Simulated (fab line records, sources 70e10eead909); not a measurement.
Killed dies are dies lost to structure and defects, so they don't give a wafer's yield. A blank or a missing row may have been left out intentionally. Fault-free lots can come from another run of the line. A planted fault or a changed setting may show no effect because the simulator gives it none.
Which tool did it? + flow nand-harc + 12 lots with 36 wafers sampled at 4 steps, on a route of 1302 steps

== WHAT THE GAUGES READ, wafer by wafer ==
The record holds no reading of a measuring or inspecting step that can be judged against a usual standard deviation.

== WHAT TOOL EACH LOT RAN ON (gives the tool, then ch and the chambers of the sampled wafers, and finally the start) ==
| lot  | NHARC_A_CHANNEL_HOLE_D2_ETCH_26  | NHARC_A_CHANNEL_HOLE_D2_XSEM_32 | NHARC_A_CHANNEL_FILL_D2_ALD_14   | NHARC_A_CHANNEL_FILL_D2_ALD_16   |
|------|----------------------------------|---------------------------------|----------------------------------|----------------------------------|
| L138 | har-etch-02 ch 0,1, day 13 10:35 | xsem-02 ch 0, day 13 12:25      | ald-hk-02 ch 0,1,2, day 13 16:59 | ald-hk-04 ch 1,3, day 14 01:26   |
| L139 | har-etch-02 ch 0,1, day 14 01:41 | xsem-02 ch 0, day 14 03:29      | ald-hk-01 ch 0,2, day 14 10:50   | ald-hk-01 ch 1,2, day 14 16:04   |
| L140 | har-etch-01 ch 0, day 14 03:44   | xsem-01 ch 0, day 14 05:31      | ald-hk-02 ch 0,1,2, day 14 10:56 | ald-hk-02 ch 0,2, day 14 16:02   |
| L142 | har-etch-02 ch 0,1, day 14 19:10 | xsem-01 ch 0, day 14 20:59      | ald-hk-02 ch 0,2,3, day 15 04:45 | ald-hk-01 ch 0,1,2, day 15 09:56 |
| L152 | har-etch-01 ch 0,1, day 19 16:36 | xsem-01 ch 0, day 19 18:26      | ald-hk-01 ch 1,3, day 20 02:09   | ald-hk-02 ch 0,2,3, day 20 07:33 |
| L155 | har-etch-01 ch 0,1, day 20 03:16 | xsem-02 ch 0, day 20 05:07      | ald-hk-04 ch 1,2,3, day 20 12:38 | ald-hk-01 ch 0,3, day 20 17:52   |
| L156 | har-etch-02 ch 0,1, day 20 14:46 | xsem-01 ch 0, day 20 16:35      | ald-hk-04 ch 0,1,2, day 20 21:46 | ald-hk-04 ch 0,1,2, day 21 02:51 |
| L157 | har-etch-02 ch 0,1, day 21 04:41 | xsem-02 ch 0, day 21 06:31      | ald-hk-02 ch 0,2,3, day 21 14:16 | ald-hk-01 ch 0,2,3, day 21 19:28 |
| L158 | har-etch-01 ch 0,1, day 21 20:05 | xsem-02 ch 0, day 21 21:53      | ald-hk-04 ch 0,1,2, day 22 06:23 | ald-hk-01 ch 0,3, day 22 11:37   |
| L159 | har-etch-02 ch 0,1, day 22 13:59 | xsem-01 ch 0, day 22 15:46      | ald-hk-01 ch 1,3, day 22 23:14   | ald-hk-04 ch 0,2,3, day 23 04:22 |
| L160 | har-etch-01 ch 0,1, day 22 16:19 | xsem-02 ch 0, day 22 18:07      | ald-hk-04 ch 0,1,2, day 22 23:11 | ald-hk-02 ch 0,1,3, day 23 04:19 |
| L161 | har-etch-02 ch 0,1, day 23 00:47 | xsem-02 ch 0, day 23 02:37      | ald-hk-04 ch 1,3, day 23 09:56   | ald-hk-02 ch 0,1, day 23 15:07   |
- NHARC_A_CHANNEL_HOLE_D2_ETCH_26: etches the open film in C4F8/O2/Ar, time 224.1 s, target depth 300 nm.
- NHARC_A_CHANNEL_HOLE_D2_XSEM_32
- NHARC_A_CHANNEL_FILL_D2_ALD_14: deposits SiO2, target thk 2.5 nm, pulse time 10 s, ald cycles 25.
- NHARC_A_CHANNEL_FILL_D2_ALD_16: deposits SiO2, target thk 1.5 nm, pulse time 10 s, ald cycles 15.

== AS READ BY THE TOOLS THEMSELVES (means over the sampled wafers that have a number; for cases with no such wafer, the mark the record gives instead) ==
NHARC_A_CHANNEL_HOLE_D2_ETCH_26.
| lot  | tool        | c4f8-flow-sccm (sccm) | drypump-motor-current-A (A) | o2-flow-sccm (sccm) | showerhead-plenum-p-Torr (Torr) | throttle-valve-pct (%) |
|------|-------------|-----------------------|-----------------------------|---------------------|---------------------------------|------------------------|
| L138 | har-etch-02 | 11.38                 | 5.8                         | 113.3               | 3.79                            | 24.588                 |
| L139 | har-etch-02 | 11.38                 | 6.1                         | 113.7               | 3.78                            | 24.580                 |
| L140 | har-etch-01 | 11.42                 | 5.4                         | 113.7               | 3.73                            | 24.584                 |
| L142 | har-etch-02 | 11.42                 | 6.1                         | 113.7               | 3.77                            | 24.594                 |
| L152 | har-etch-01 | 11.40                 | 5.5                         | 113.7               | 3.69                            | 24.589                 |
| L155 | har-etch-01 | 11.40                 | 5.6                         | 113.6               | 3.69                            | 24.577                 |
| L156 | har-etch-02 | 11.40                 | 6.2                         | 113.8               | 3.73                            | 24.588                 |
| L157 | har-etch-02 | 11.41                 | 6.2                         | 114.1               | 3.72                            | 24.576                 |
| L158 | har-etch-01 | 11.39                 | 5.5                         | 113.9               | 3.67                            | 24.579                 |
| L159 | har-etch-02 | 11.40                 | 6.1                         | 113.8               | 3.71                            | 24.580                 |
| L160 | har-etch-01 | 11.40                 | 5.6                         | 113.6               | 3.66                            | 24.588                 |
| L161 | har-etch-02 | 11.41                 | 5.8                         | 113.6               | 3.71                            | 24.592                 |

NHARC_A_CHANNEL_HOLE_D2_XSEM_32.
| lot  | tool    | bot-cd-nm (nm) | bow-nm (nm) | tilt-deg (degrees) |
|------|---------|----------------|-------------|--------------------|
| L138 | xsem-02 | 74.1           | 8.63        | 0.05               |
| L139 | xsem-02 | 75.3           | 8.30        | 0.10               |
| L140 | xsem-01 | 75.2           | 8.17        | 0.08               |
| L142 | xsem-01 | 75.0           | 8.32        | 0.11               |
| L152 | xsem-01 | 75.5           | 8.86        | 0.14               |
| L155 | xsem-02 | 75.2           | 8.63        | -0.03              |
| L156 | xsem-01 | 73.8           | 8.84        | 0.12               |
| L157 | xsem-02 | 74.9           | 8.67        | 0.05               |
| L158 | xsem-02 | 73.8           | 8.74        | 0.04               |
| L159 | xsem-01 | 75.4           | 8.63        | 0.12               |
| L160 | xsem-02 | 74.9           | 8.93        | 0.06               |
| L161 | xsem-02 | 74.7           | 8.66        | 0.11               |

NHARC_A_CHANNEL_FILL_D2_ALD_14.
| lot  | tool      | heater-power-w (W) | precursor-pulse-height-rel |
|------|-----------|--------------------|----------------------------|
| L138 | ald-hk-02 | 446                | 1.021                      |
| L139 | ald-hk-01 | 538                | 1.003                      |
| L140 | ald-hk-02 | 449                | 0.997                      |
| L142 | ald-hk-02 | 451                | 1.004                      |
| L152 | ald-hk-01 | 470                | 0.995                      |
| L155 | ald-hk-04 | 479                | 1.006                      |
| L156 | ald-hk-04 | 472                | 1.010                      |
| L157 | ald-hk-02 | 463                | 0.990                      |
| L158 | ald-hk-04 | 485                | 0.999                      |
| L159 | ald-hk-01 | 477                | 0.984                      |
| L160 | ald-hk-04 | 475                | 1.004                      |
| L161 | ald-hk-04 | 517                | 1.002                      |

NHARC_A_CHANNEL_FILL_D2_ALD_16.
| lot  | tool      | heater-power-w (W) | precursor-pulse-height-rel |
|------|-----------|--------------------|----------------------------|
| L138 | ald-hk-04 | 523                | 0.978                      |
| L139 | ald-hk-01 | 501                | 0.996                      |
| L140 | ald-hk-02 | 449                | 1.018                      |
| L142 | ald-hk-01 | 511                | 1.002                      |
| L152 | ald-hk-02 | 462                | 0.970                      |
| L155 | ald-hk-01 | 503                | 0.994                      |
| L156 | ald-hk-04 | 473                | 1.000                      |
| L157 | ald-hk-01 | 490                | 0.996                      |
| L158 | ald-hk-01 | 460                | 0.996                      |
| L159 | ald-hk-04 | 495                | 0.989                      |
| L160 | ald-hk-02 | 436                | 0.991                      |
| L161 | ald-hk-02 | 413                | 0.989                      |

== THE ANSWER, worked out from the rows above alone ==
Rule: usual is defined by the lots themselves. The widest of any qualifying gaps counts: lots, ordered by their means at a reading, are off when they make up no more than a third of the lots, leave a main group of 4 or more, and stand apart from it by 3 or more times the standard deviation of that group's means. Not used: any main group whose means are identical at the precision the tables above print for the reading. A lot without any number at a reading at which 4 lots or more have one is off too. All remaining lots with rows at the step are treated as sound. First the gauges in route order, then the tools' own readings, where a lot's mean is used as printed above. The first step at which some lot is off is used, and at that step the reading that is off furthest; a lot without a number counts as furthest.
No lot is off on any of the readings shown, so nothing can be concluded from this.

== WHAT HAD BEEN PUT IN BY THE SIMULATOR ==
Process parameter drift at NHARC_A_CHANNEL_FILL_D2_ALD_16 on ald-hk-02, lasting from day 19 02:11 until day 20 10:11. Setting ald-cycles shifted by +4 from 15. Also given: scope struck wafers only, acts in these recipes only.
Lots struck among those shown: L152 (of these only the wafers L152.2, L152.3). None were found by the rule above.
